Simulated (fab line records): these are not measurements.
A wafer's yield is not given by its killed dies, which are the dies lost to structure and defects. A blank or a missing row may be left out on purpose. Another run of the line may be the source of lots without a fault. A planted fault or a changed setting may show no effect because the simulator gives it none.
fab line records	flow n5Finfet
record lots=7	wafers=21
route steps=1938 shown BEOL_M6@1204 BEOL_M7@1293 BEOL_M8@1377 BEOL_M9@1428
startH: the number of hours between the record's first day and the start of the first shown wafer of the lot	waitH: hours since the lot's step before	" same as the row above	L1.1+2: a row that stands for several wafers	- value missing, or start not given	* or withheld: withheld	< > ~ a bound
route shown NAME@n: a module of which the file shows steps, and the number in the route of the first	usual: average and standard deviation across the fault-free wafers	same: alike in all rows	chamber/n: place in a boat	sites: each site's reading	_std_site: how widely they spread, as a standard deviation	_edge_site: mean of outer sites minus mean of inner sites	radiusMm: for every site, how far away it sits from the centre of the wafer	mask NAME#n: copy n	behind: the most recent tool/chamber to have shaped the wafer	hold: reason for holding the lot/hours on hold/outcome of the hold	device: transistor that didn't switch, given as n, p or np	end of line: tests run on the same wafers once the route is complete	for a step that has no rows: nothing shown but its recipe	killed: not the wafer's yield, but the dies lost to structure and defects at the first sort	map: the dies of a wafer, with x for killed, . for not killed, _ for no die there
set.NAME: the setting that was run; set.NAME@STEP: the one run at that earlier step	model.NAME: the simulator's own value behind a step, which no gauge read
lots where settings were altered on purpose, with a table for each step and a row for each wafer
## steps
# step N5_BEOL_M6_EXPOSE_08
# recipe maskId=M6	na=1.35	sourceShape=dipole	sigmaInner=0.817	sigmaOuter=0.97	polarization=te	doseMj=68.25
lot.wafer	tool	chamber	startH	waitH	mask	set.doseMj
L076.1	arfiScanner-01	0	226.01	-	M6#0	68.25
L076.5+6	"	0	"	"	M6#0	71.29
L080.1+2	arfiScanner-01	0	250.78	-	M6#0	68.25
L080.6	"	0	"	"	M6#0	64.24
L086.3+4+5	arfiScanner-01	0	306.18	-	M6#0	68.25
L093.1+4+5	arfiScanner-01	0	357.30	-	M6#0	68.25
L091.1+5	arfiScanner-03	0	359.23	-	M6#0	68.25
L091.3	"	0	"	"	M6#0	63.89
L097.2	arfiScanner-03	0	372.78	-	M6#0	71.81
L097.5+6	"	0	"	"	M6#0	68.25
L096.1	arfiScanner-03	0	379.13	-	M6#0	68.25
L096.5+6	"	0	"	"	M6#0	69.57
# step N5_BEOL_M6_PEB_09
# recipe pebTempC=withheld	pebTimeS=60	resist=CAR-ArF
# step N5_BEOL_M6_DEVELOP_10
# recipe developTimeS=30	developer=TMAH	resist=CAR-ArF	rinseLiquid=diw	dry=airSpin	devTempC=23
# step N5_BEOL_M6_CD_MEAS_11
# recipe targetCdNm=38.5	landingEnergyEv=500	detector=seInlens	polarity=opening
# usual cdNm=38.8/0.44
lot.wafer	tool	chamber	startH	waitH	set.doseMj@BEOL_M6_EXPOSE_08	cdNm
L076.1	cdSem-02	0	226.14	-	68.25	38.9
L076.5	"	0	"	"	71.29	41.5
L076.6	"	0	"	"	71.29	41.3
L080.1	cdSem-03	0	250.90	-	68.25	39.7
L080.2	"	0	"	"	68.25	38.5
L080.6	"	0	"	"	64.24	36.6
L086.3	cdSem-01	0	306.30	-	68.25	38.1
L086.4	"	0	"	"	68.25	39.0
L086.5	"	0	"	"	68.25	38.7
L093.1	cdSem-03	0	357.43	-	68.25	39.6
L093.4	"	0	"	"	68.25	38.7
L093.5	"	0	"	"	68.25	38.7
L091.1	cdSem-01	0	359.36	-	68.25	38.8
L091.3	"	0	"	"	63.89	36.0
L091.5	"	0	"	"	68.25	38.7
L097.2	cdSem-01	0	372.91	-	71.81	41.4
L097.5	"	0	"	"	68.25	38.4
L097.6	"	0	"	"	68.25	39.2
L096.1	cdSem-02	0	379.26	-	68.25	39.2
L096.5	"	0	"	"	69.57	39.3
L096.6	"	0	"	"	69.57	40.0
# step N5_BEOL_M6_ETCH_61
# recipe chemistry=CF4	target=SiARC	targetDepthA=455	maskMaterial=CAR-ArF	timeS=75.8	ionEnergyEv=80	pressureMtorr=40	sourceW=545	biasW=36	Ar_flow_sccm=100	cf4FlowSccm=100	ends=cleared
# usual rfVppV=184.0/1.2
lot.wafer	tool	chamber	startH	waitH	set.biasW	set.doseMj@BEOL_M6_EXPOSE_08	rfVppV	model.BEOL_M6.cdOffsetNm
L076.1	rieDiel-06	3	226.26	0.0	30.95	68.25	166.9	0.4
L076.5	"	2	"	"	30.95	71.29	168.3	2.8
L076.6	"	3	"	"	36	71.29	183.6	2.6
L080.1	rieDiel-03	0	251.36	0.0	36	68.25	183.1	1
L080.2	"	1	"	"	36	68.25	183.8	0.6
L080.6	"	3	"	"	36	64.24	183.9	-1.8
L086.3	rieDiel-03	3	306.42	0.0	36	68.25	184.0	0.2
L086.4	"	0	"	"	40.99	68.25	200.1	0.6
L086.5	"	3	"	"	36	68.25	184.8	0.2
L093.1	rieDiel-06	0	357.55	0.0	36	68.25	182.5	0.4
L093.4	"	3	"	"	36	68.25	184.1	0.6
L093.5	"	0	"	"	36	68.25	183.6	0.2
L091.1	rieDiel-05	3	359.48	0.0	36	68.25	183.0	0.4
L091.3	"	0	"	"	36	63.89	186.5	-2.6
L091.5	"	0	"	"	39.26	68.25	195.1	0.2
L097.2	rieDiel-05	2	373.03	0.0	36	71.81	183.5	3
L097.5	"	2	"	"	36	68.25	183.2	0.2
L097.6	"	1	"	"	36	68.25	185.0	0.4
L096.1	rieDiel-05	2	379.39	0.0	36	68.25	184.6	0.6
L096.5	"	0	"	"	36	69.57	185.7	1
L096.6	"	1	"	"	36	69.57	182.8	1.4
# step N5_BEOL_M6_ETCH_62
# recipe chemistry=N2/H2	target=SOC	targetDepthA=1100	overetchA=220	maskMaterial=SiARC	tempC=40	timeS=165	ionEnergyEv=200	pressureMtorr=30	sourceW=840	biasW=150	n2FlowSccm=200	h2FlowSccm=200
lot.wafer	tool	chamber	startH	waitH	set.doseMj@BEOL_M6_EXPOSE_08	model.BEOL_M6.cdOffsetNm
L076.1	rieDiel-06	3	226.32	0.0	68.25	0.6
L076.5	"	2	"	"	71.29	3
L076.6	"	3	"	"	71.29	2.8
L080.1	rieDiel-03	0	251.41	0.0	68.25	0.8
L080.2	"	1	"	"	68.25	0.2
L080.6	"	3	"	"	64.24	-2
L086.3+5	rieDiel-03	3	306.48	0.0	68.25	0.2
L086.4	"	0	"	"	68.25	0.6
L093.1	rieDiel-06	0	357.61	0.0	68.25	0.2
L093.4	"	3	"	"	68.25	0.6
L093.5	"	0	"	"	68.25	0
L091.1	rieDiel-05	3	359.54	0.0	68.25	0.2
L091.3	"	0	"	"	63.89	-2.6
L091.5	"	0	"	"	68.25	0.4
L097.2	rieDiel-05	2	373.08	0.0	71.81	3
L097.5	"	2	"	"	68.25	0.2
L097.6	"	1	"	"	68.25	0.4
L096.1	rieDiel-05	2	379.44	0.0	68.25	0.6
L096.5	"	0	"	"	69.57	1
L096.6	"	1	"	"	69.57	1.2
# step N5_BEOL_M6_STRIP_68
# recipe chemistry=N2/H2	tempC=40	n2FlowSccm=200	h2FlowSccm=200	rfFrequencyHz=6e+07
# step N5_BEOL_M6_STRIP_67
# recipe chemistry=CF4	resist=SiARC	powerW=300	biasPowerW=75	pressureMtorr=50	cf4FlowSccm=150	rfFrequencyHz=6e+07
# step N5_BEOL_M6_HM_OPEN_17
# recipe chemistry=Cl2/BCl3	targetDepthA=200	overetchA=60	target=TiN	maskMaterial=SOC	ionEnergyEv=150	pressureMtorr=10	icpW=1000	biasW=126	Cl2_flow_sccm=53.25	bcl3FlowSccm=21.75	Ar_flow_sccm=25
lot.wafer	tool	chamber	startH	waitH	set.doseMj@BEOL_M6_EXPOSE_08	model.BEOL_M6.cdOffsetNm
L076.1	rieMetal-03	0	226.50	0.0	68.25	0.6
L076.5	"	1	"	"	71.29	3
L076.6	"	0	"	"	71.29	2.6
L080.1	rieMetal-01	1	251.60	0.0	68.25	0.8
L080.2	"	0	"	"	68.25	0.2
L080.6	"	1	"	"	64.24	-2.2
L086.3	rieMetal-01	1	306.70	0.1	68.25	0.2
L086.4	"	0	"	"	68.25	0.4
L086.5	"	0	"	"	68.25	0
L093.1	rieMetal-01	0	357.80	0.0	68.25	0
L093.4	"	0	"	"	68.25	0.4
L093.5	"	0	"	"	68.25	-0.2
L091.1	rieMetal-03	0	359.73	0.0	68.25	0.2
L091.3	"	0	"	"	63.89	-2.4
L091.5	"	1	"	"	68.25	0.4
L097.2	rieMetal-01	0	373.27	0.0	71.81	2.8
L097.5	"	0	"	"	68.25	0.2
L097.6	"	1	"	"	68.25	0.4
L096.1	rieMetal-01	1	379.63	0.0	68.25	0.6
L096.5	"	1	"	"	69.57	1
L096.6	"	0	"	"	69.57	1.2
# step N5_BEOL_M6_STRIP_19
# recipe chemistry=O2	powerW=400	tempC=40	pressureMtorr=30	rfFrequencyHz=6e+07	biasPowerW=0	overashFraction=0.2	o2FlowSccm=225
# step N5_BEOL_M6_CD_MEAS_18
# recipe pitchNm=80	targetCdNm=40
# usual cdNm=40.2/0.46
lot.wafer	tool	chamber	startH	waitH	set.doseMj@BEOL_M6_EXPOSE_08	cdNm
L076.1	cdSem-02	-	226.68	0.0	68.25	40.4
L076.5	"	-	"	"	71.29	42.9
L076.6	"	-	"	"	71.29	42.3
L080.1	cdSem-02	-	251.79	0.0	68.25	40.9
L080.2	"	-	"	"	68.25	40.3
L080.6	"	-	"	"	64.24	38.0
L086.3	cdSem-01	-	306.85	0.1	68.25	40.4
L086.4	"	-	"	"	68.25	40.4
L086.5	"	-	"	"	68.25	40.1
L093.1	cdSem-01	-	358.09	0.0	68.25	39.9
L093.4	"	-	"	"	68.25	40.4
L093.5	"	-	"	"	68.25	40.0
L091.1	cdSem-03	-	359.91	0.0	68.25	40.4
L091.3	"	-	"	"	63.89	37.6
L091.5	"	-	"	"	68.25	40.8
L097.2	cdSem-03	-	373.45	0.1	71.81	42.6
L097.5	"	-	"	"	68.25	40.2
L097.6	"	-	"	"	68.25	40.2
L096.1	cdSem-01	-	379.87	0.0	68.25	40.5
L096.5	"	-	"	"	69.57	41.0
L096.6	"	-	"	"	69.57	41.4
# step N5_BEOL_M6_COAT_63
# recipe resist=SOC	tempC=250	timeS=60	spinRpm=1500	resistThkNm=60
# step N5_BEOL_M6_COAT_64
# recipe resist=SiARC	tempC=220	timeS=60	spinRpm=1500	resistThkNm=12
# step N5_BEOL_M6_PRECLEAN_42
# recipe chemistry=residueRemover	timeS=60	tempC=40
# step N5_BEOL_M6_SRD_43
# recipe timeS=30	tempC=23	rinseLiquid=diw	dry=ipaMarangoni
# step N5_BEOL_M6_CD_MEAS_35
# recipe targetCdNm=40	targetCdYNm=28	polarity=opening
# usual cdNm=40.2/0.49
lot.wafer	tool	chamber	startH	waitH	set.doseMj@BEOL_M6_EXPOSE_08	cdNm
L076.1	cdSem-02	-	229.59	0.0	68.25	40.4
L076.5	"	-	"	"	71.29	43.1
L076.6	"	-	"	"	71.29	42.4
L080.1	cdSem-02	-	261.46	0.0	68.25	40.5
L080.2	"	-	"	"	68.25	40.6
L080.6	"	-	"	"	64.24	37.6
L086.3	cdSem-01	-	308.17	0.0	68.25	40.3
L086.4	"	-	"	"	68.25	40.5
L086.5	"	-	"	"	68.25	40.1
L093.1	cdSem-01	-	362.99	0.0	68.25	40.2
L093.4	"	-	"	"	68.25	40.4
L093.5	"	-	"	"	68.25	39.4
L091.1	cdSem-02	-	363.30	0.0	68.25	40.3
L091.3	"	-	"	"	63.89	37.5
L091.5	"	-	"	"	68.25	40.3
L097.2	cdSem-01	-	374.83	0.0	71.81	43.0
L097.5	"	-	"	"	68.25	40.2
L097.6	"	-	"	"	68.25	40.1
L096.1	cdSem-01	-	381.27	0.0	68.25	40.8
L096.5	"	-	"	"	69.57	41.0
L096.6	"	-	"	"	69.57	41.6
# step N5_BEOL_M7_EXPOSE_25
# recipe maskId=V6	na=0.33	sourceShape=annular	sigmaInner=0.4	sigmaOuter=0.8	polarization=unpolarized	targetCdNm=40	doseMj=42.5
lot.wafer	tool	chamber	startH	waitH	mask	set.doseMj
L076.1	euvScanner-01	0	240.14	-	V6#0	42.5
L076.5+6	"	0	"	"	V6#0	39.52
L080.1+2	euvScanner-01	0	267.94	-	V6#0	42.5
L080.6	"	0	"	"	V6#0	45.17
L086.3+4+5	euvScanner-01	0	314.22	-	V6#0	42.5
L093.1+4+5	euvScanner-01	0	371.22	-	V6#0	42.5
L091.1+3+5	euvScanner-02	0	371.39	-	V6#0	42.5
L097.2+5+6	euvScanner-02	0	382.79	-	V6#0	42.5
L096.1	euvScanner-01	0	394.08	-	V6#0	42.5
L096.5+6	"	0	"	"	V6#0	39.86
# step N5_BEOL_M7_PEB_26
# recipe pebTempC=100	pebTimeS=60	resist=CAR-EUV
# step N5_BEOL_M7_DEVELOP_27
# recipe developTimeS=30	developer=TMAH	resist=CAR-EUV	rinseLiquid=surfactantRinse	dry=airSpin	devTempC=23
# step N5_BEOL_M7_CD_MEAS_28
# recipe targetCdNm=40	landingEnergyEv=500	detector=seInlens
# usual cdNm=39.87/0.22
lot.wafer	tool	chamber	startH	waitH	set.doseMj@BEOL_M7_EXPOSE_25	cdNm
L076.1	cdSem-02	0	240.27	-	42.5	39.84
L076.5	"	0	"	"	39.52	38.77
L076.6	"	0	"	"	39.52	38.21
L080.1	cdSem-01	0	268.07	-	42.5	39.87
L080.2	"	0	"	"	42.5	40.13
L080.6	"	0	"	"	45.17	41.48
L086.3	cdSem-02	0	314.34	-	42.5	40.15
L086.4	"	0	"	"	42.5	40.33
L086.5	"	0	"	"	42.5	40.14
L093.1	cdSem-03	0	371.36	-	42.5	39.84
L093.4	"	0	"	"	42.5	39.53
L093.5	"	0	"	"	42.5	39.66
L091.1	cdSem-03	0	371.53	-	42.5	39.86
L091.3	"	0	"	"	42.5	40.21
L091.5	"	0	"	"	42.5	39.43
L097.2	cdSem-03	0	382.92	-	42.5	39.85
L097.5	"	0	"	"	42.5	39.77
L097.6	"	0	"	"	42.5	39.88
L096.1	cdSem-02	0	394.21	-	42.5	40.07
L096.5	"	0	"	"	39.86	38.48
L096.6	"	0	"	"	39.86	38.31
# step N5_BEOL_M7_DESCUM_33
# recipe chemistry=O2	timeS=7	sourcePowerW=50	biasPowerW=20	pressureMtorr=20	rfFrequencyHz=2.712e+07	tempC=40	resist=CAR-EUV	o2FlowSccm=225
lot.wafer	tool	chamber	startH	waitH	set.doseMj@BEOL_M7_EXPOSE_25	model.BEOL_M7.cdNm
L076.1	rieDiel-02	0	240.39	0.0	42.5	39.8
L076.5+6	"	2,3	"	"	39.52	38.2
L080.1+2	rieDiel-01	2,0	268.19	0.0	42.5	40
L080.6	"	0	"	"	45.17	41.2
L086.3	rieDiel-02	0	314.46	0.0	42.5	40
L086.4	"	3	"	"	42.5	40.2
L086.5	"	1	"	"	42.5	39.8
L093.1	rieDiel-04	1	371.48	0.0	42.5	39.6
L093.4+5	"	3,0	"	"	42.5	39.8
L091.1	rieDiel-01	1	371.72	0.1	42.5	40
L091.3+5	"	2	"	"	42.5	39.8
L097.2	rieDiel-04	0	383.04	0.0	42.5	40
L097.5+6	"	3,0	"	"	42.5	39.8
L096.1	rieDiel-02	0	394.58	0.3	42.5	40
L096.5	"	3	"	"	39.86	38.6
L096.6	"	2	"	"	39.86	38.4
# step N5_BEOL_M7_ETCH_72
# recipe chemistry=N2/H2	target=underlayer	targetDepthA=65	maskMaterial=CAR-EUV	timeS=5.2	ionEnergyEv=200	pressureMtorr=30	sourceW=840	biasW=150	n2FlowSccm=200	h2FlowSccm=200	ends=cleared
lot.wafer	tool	chamber	startH	waitH	set.doseMj@BEOL_M7_EXPOSE_25	model.BEOL_M7.cdNm
L076.1	rieDiel-02	0	240.43	0.0	42.5	39.6
L076.5+6	"	2,3	"	"	39.52	38
L080.1+2	rieDiel-01	2,0	268.23	0.0	42.5	40
L080.6	"	0	"	"	45.17	41.2
L086.3	rieDiel-02	0	314.50	0.0	42.5	40
L086.4	"	3	"	"	42.5	40.2
L086.5	"	1	"	"	42.5	39.8
L093.1+5	rieDiel-04	1,0	371.51	0.0	42.5	39.6
L093.4	"	3	"	"	42.5	39.8
L091.1	rieDiel-01	1	371.75	0.0	42.5	40
L091.3+5	"	2	"	"	42.5	39.8
L097.2	rieDiel-04	0	383.07	0.0	42.5	40
L097.5+6	"	3,0	"	"	42.5	39.8
L096.1	rieDiel-02	0	394.62	0.0	42.5	40
L096.5+6	"	3,2	"	"	39.86	38.4
# step N5_BEOL_M7_ETCH_65
# recipe chemistry=CF4	target=SiARC	targetDepthA=156	maskMaterial=CAR-EUV	timeS=26	ionEnergyEv=80	pressureMtorr=40	sourceW=545	biasW=36	Ar_flow_sccm=100	cf4FlowSccm=100	ends=cleared
# step N5_BEOL_M7_ETCH_66
# recipe chemistry=N2/H2	target=SOC	targetDepthA=800	overetchA=160	maskMaterial=SiARC	tempC=40	timeS=120	ionEnergyEv=200	pressureMtorr=30	sourceW=840	biasW=150	n2FlowSccm=200	h2FlowSccm=200
# step N5_BEOL_M7_STRIP_69
# recipe chemistry=N2/H2	tempC=40	n2FlowSccm=200	h2FlowSccm=200	rfFrequencyHz=6e+07
# step N5_BEOL_M7_STRIP_73
# recipe chemistry=N2/H2	tempC=40	n2FlowSccm=200	h2FlowSccm=200	rfFrequencyHz=6e+07
# step N5_BEOL_M7_VIA_ETCH_34
# recipe chemistry=C4F6/O2	target=SiCOH_lowk	targetDepthA=1255	maskMaterial=SOC	taperDeg=4	timeS=50.5	ionEnergyEv=250	pressureMtorr=30	sourceW=345	biasW=185	Ar_flow_sccm=300	C4F6_flow_sccm=10	O2_flow_sccm=10
lot.wafer	tool	chamber	startH	waitH	set.doseMj@BEOL_M7_EXPOSE_25	model.BEOL_M7.cdNm
L076.1	rieDiel-02	0	240.57	0.0	42.5	39.6
L076.5+6	"	2,3	"	"	39.52	38.2
L080.1	rieDiel-01	2	268.37	0.0	42.5	40
L080.2	"	0	"	"	42.5	40.2
L080.6	"	0	"	"	45.17	41.2
L086.3	rieDiel-02	0	314.64	0.0	42.5	39.8
L086.4	"	3	"	"	42.5	40
L086.5	"	1	"	"	42.5	39.6
L093.1+4	rieDiel-04	1,3	371.66	0.0	42.5	39.8
L093.5	"	0	"	"	42.5	39.6
L091.1+3	rieDiel-01	1,2	371.90	0.0	42.5	40
L091.5	"	2	"	"	42.5	39.8
L097.2+6	rieDiel-04	0	383.22	0.0	42.5	39.8
L097.5	"	3	"	"	42.5	39.6
L096.1	rieDiel-02	0	394.76	0.0	42.5	40
L096.5+6	"	3,2	"	"	39.86	38.4
# step N5_BEOL_M8_TRENCH_ETCH_37
# recipe chemistry=C4F6/O2	targetDepthA=934.78	target=SiCOH_lowk	timeS=31.2	ionEnergyEv=250	pressureMtorr=30	sourceW=345	biasW=185	Ar_flow_sccm=300	C4F6_flow_sccm=10	O2_flow_sccm=10
# usual rfVppV=668/5
lot.wafer	tool	chamber	startH	waitH	set.biasW	rfVppV
L076.1	rieDiel-03	3	-	-	185	666
L076.5	"	0	"	"	210.4	738
L076.6	"	1	"	"	185	672
L080.1	rieDiel-06	1	-	-	185	668
L080.2	"	0	"	"	194.4	692
L080.6	"	3	"	"	194.4	698
L086.3	rieDiel-05	3	-	-	185	666
L086.4	"	2	"	"	185	674
L086.5	"	2	"	"	185	675
L093.1	rieDiel-05	3	-	-	185	667
L093.4	"	1	"	"	185	669
L093.5	"	2	"	"	185	675
L091.1	rieDiel-05	3	-	-	185	668
L091.3	"	0	"	"	185	661
L091.5	"	2	"	"	185	674
L097.2	rieDiel-06	0	-	-	185	675
L097.5	"	2	"	"	185	670
L097.6	"	1	"	"	185	668
L096.1	rieDiel-06	2	-	-	185	672
L096.5	"	0	"	"	197.5	711
L096.6	"	1	"	"	185	667
# step N5_BEOL_M9_COAT_22
# recipe resist=CAR-EUV	spinRpm=1500	resistThkNm=30
lot.wafer	tool	chamber	startH	waitH	set.spinRpm	model.CAR-EUV_of_BEOL_M9_COAT_22.thkNm
L076.1	lithoTrack-01	0	-	-	1500	30
L076.5	"	0	"	"	1661	28.6
L076.6	"	0	"	"	1500	30.2
L080.1+6	lithoTrack-03	0	-	-	1500	30
L080.2	"	0	"	"	1376	31.4
L086.3+4	lithoTrack-01	0	-	-	1500	30.2
L086.5	"	0	"	"	1607	29
L093.1+4+5	lithoTrack-03	0	-	-	1500	29.8
L091.1+5	lithoTrack-02	0	-	-	1500	29.8
L091.3	"	0	"	"	1611	28.8
L097.2+5	lithoTrack-03	0	-	-	1500	29.8
L097.6	"	0	"	"	1500	30
L096.1	lithoTrack-01	0	-	-	1361	31.4
L096.5+6	"	0	"	"	1500	30
# step N5_BEOL_M9_ETCH_66
# recipe chemistry=N2/H2	target=SOC	targetDepthA=800	overetchA=160	maskMaterial=SiARC	tempC=40	timeS=120	ionEnergyEv=200	pressureMtorr=30	sourceW=840	biasW=150	n2FlowSccm=200	h2FlowSccm=200
lot.wafer	tool	chamber	startH	waitH	set.timeS	model.SiARC_of_BEOL_M9_COAT_64.thkNm
L076.1	rieDiel-02	2	268.23	0.0	104.5	7
L076.5	"	0	"	"	104.5	7.2
L076.6	"	1	"	"	120	6.4
L080.1+2+6	rieDiel-02	0,3,3	286.17	0.0	120	6.4
L086.3	rieDiel-04	1	327.77	0.0	145.2	5.2
L086.4+5	"	3,1	"	"	120	6.4
L093.1+4+5	rieDiel-04	0,1,3	391.60	0.0	120	6.4
L091.1+5	rieDiel-02	3,2	394.20	0.0	120	6.4
L091.3	"	1	"	"	120	6.6
L097.2	rieDiel-02	2	401.51	0.0	120	6.2
L097.5	"	2	"	"	141.2	5.4
L097.6	"	3	"	"	120	6.4
L096.1+5	rieDiel-04	3,1	413.34	0.0	120	6.4
L096.6	"	0	"	"	103.9	7.2
## key
split step=N5_BEOL_M6_EXPOSE_08	setting=doseMj	stated=68.25	by=wafer
response step=N5_BEOL_M6_CD_MEAS_11	reading=cdNm	change=+0.459	per=1%	r=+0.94
response step=N5_BEOL_M6_ETCH_61	reading=model.BEOL_M6.cdOffsetNm	change=+0.47	per=1%	r=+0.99
response step=N5_BEOL_M6_ETCH_62	reading=model.BEOL_M6.cdOffsetNm	change=+0.464	per=1%	r=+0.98
response step=N5_BEOL_M6_HM_OPEN_17	reading=model.BEOL_M6.cdOffsetNm	change=+0.451	per=1%	r=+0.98
response step=N5_BEOL_M6_CD_MEAS_18	reading=cdNm	change=+0.463	per=1%	r=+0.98
response step=N5_BEOL_M6_CD_MEAS_35	reading=cdNm	change=+0.496	per=1%	r=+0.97
split step=N5_BEOL_M6_ETCH_61	setting=biasW	stated=36	by=wafer
response step=N5_BEOL_M6_ETCH_61	reading=rfVppV	change=+1.14	per=1%	r=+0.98
split step=N5_BEOL_M7_EXPOSE_25	setting=doseMj	stated=42.5	by=wafer
response step=N5_BEOL_M7_CD_MEAS_28	reading=cdNm	change=+0.229	per=1%	r=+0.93
response step=N5_BEOL_M7_DESCUM_33	reading=model.BEOL_M7.cdNm	change=+0.221	per=1%	r=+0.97
response step=N5_BEOL_M7_ETCH_72	reading=model.BEOL_M7.cdNm	change=+0.226	per=1%	r=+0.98
response step=N5_BEOL_M7_VIA_ETCH_34	reading=model.BEOL_M7.cdNm	change=+0.21	per=1%	r=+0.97
split step=N5_BEOL_M8_TRENCH_ETCH_37	setting=biasW	stated=185	by=wafer
response step=N5_BEOL_M8_TRENCH_ETCH_37	reading=rfVppV	change=+5.27	per=1%	r=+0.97
split step=N5_BEOL_M9_COAT_22	setting=spinRpm	stated=1500	by=wafer
response step=N5_BEOL_M9_COAT_22	reading=model.CAR-EUV_of_BEOL_M9_COAT_22.thkNm	change=-0.151	per=1%	r=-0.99
split step=N5_BEOL_M9_ETCH_66	setting=timeS	stated=120	by=wafer
response step=N5_BEOL_M9_ETCH_66	reading=model.SiARC_of_BEOL_M9_COAT_64.thkNm	change=-0.0553	per=1%	r=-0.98
